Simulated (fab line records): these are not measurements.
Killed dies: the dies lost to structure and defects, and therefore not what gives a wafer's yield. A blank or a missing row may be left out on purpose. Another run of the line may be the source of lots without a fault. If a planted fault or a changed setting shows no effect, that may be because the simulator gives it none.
Matching of chambers || flow nand-harc || cmp-01 running NHARC_P_STI_CMP_21: 4 sister chambers
The step polishes, t overpolish 20 s, target thk 380.67 nm. 4 wafers are shown with their chamber, then 11 later ones without.

== WAFERS, EACH WITH ITS CHAMBER ==
{"wafer": "L085.5", "chamber": 2, "motor-current-A (A)": 11.5}
{"wafer": "L090.4", "chamber": 3, "motor-current-A (A)": 11.1}
{"wafer": "L090.5", "chamber": 0, "motor-current-A (A)": 10.8}
{"wafer": "L091.2", "chamber": 1, "motor-current-A (A)": 13.3}

== WAFERS WITHOUT THEIR CHAMBER ==
{"wafer": "L091.4", "motor-current-A (A)": 10.6}
{"wafer": "L091.6", "motor-current-A (A)": 11.7}
{"wafer": "L092.2", "motor-current-A (A)": 11.0}
{"wafer": "L092.3", "motor-current-A (A)": 13.1}
{"wafer": "L092.6", "motor-current-A (A)": 9.8}
{"wafer": "L094.1", "motor-current-A (A)": 13.5}
{"wafer": "L094.4", "motor-current-A (A)": 11.1}
{"wafer": "L094.6", "motor-current-A (A)": 11.3}
{"wafer": "L097.1", "motor-current-A (A)": 14.2}
{"wafer": "L097.2", "motor-current-A (A)": 11.6}
{"wafer": "L097.6", "motor-current-A (A)": 10.3}

== WHICH CHAMBER EACH ONE RAN IN ==
{"wafer": "L091.4", "from the rows above": "can't be placed: 0 or 3 or 2", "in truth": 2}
{"wafer": "L091.6", "from the rows above": "can't be placed: 2 or 3 or 0", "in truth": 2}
{"wafer": "L092.2", "from the rows above": "can't be placed: 3 or 0 or 2", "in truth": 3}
{"wafer": "L092.3", "from the rows above": 1, "in truth": 1}
{"wafer": "L092.6", "from the rows above": "can't be placed: 0 or 3 or 2", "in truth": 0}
{"wafer": "L094.1", "from the rows above": 1, "in truth": 1}
{"wafer": "L094.4", "from the rows above": "can't be placed: 3 or 0 or 2", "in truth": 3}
{"wafer": "L094.6", "from the rows above": "can't be placed: 2 or 3 or 0", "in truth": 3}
{"wafer": "L097.1", "from the rows above": 1, "in truth": 1}
{"wafer": "L097.2", "from the rows above": "can't be placed: 2 or 3 or 0", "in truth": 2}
{"wafer": "L097.6", "from the rows above": "can't be placed: 0 or 3 or 2", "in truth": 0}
Correctly placed: 3 of 11. These rows do not allow placing 8 (true chamber among the candidates in 8). 0 placed wrongly.
How it was worked out, from the rows above alone: a wafer's distance from a chamber is the root of the sum, over the readings, of the square of ((its reading less the chamber's mean) divided by the reading's scatter). If the next closest chamber is less than 2 further off than the closest, the wafer can't be placed; otherwise it belongs to the closest. A chamber's mean is the mean of its shown wafers. The scatter: with one shown wafer a chamber, the root of the mean of the squares of how far each hidden wafer lies from its nearest shown one.
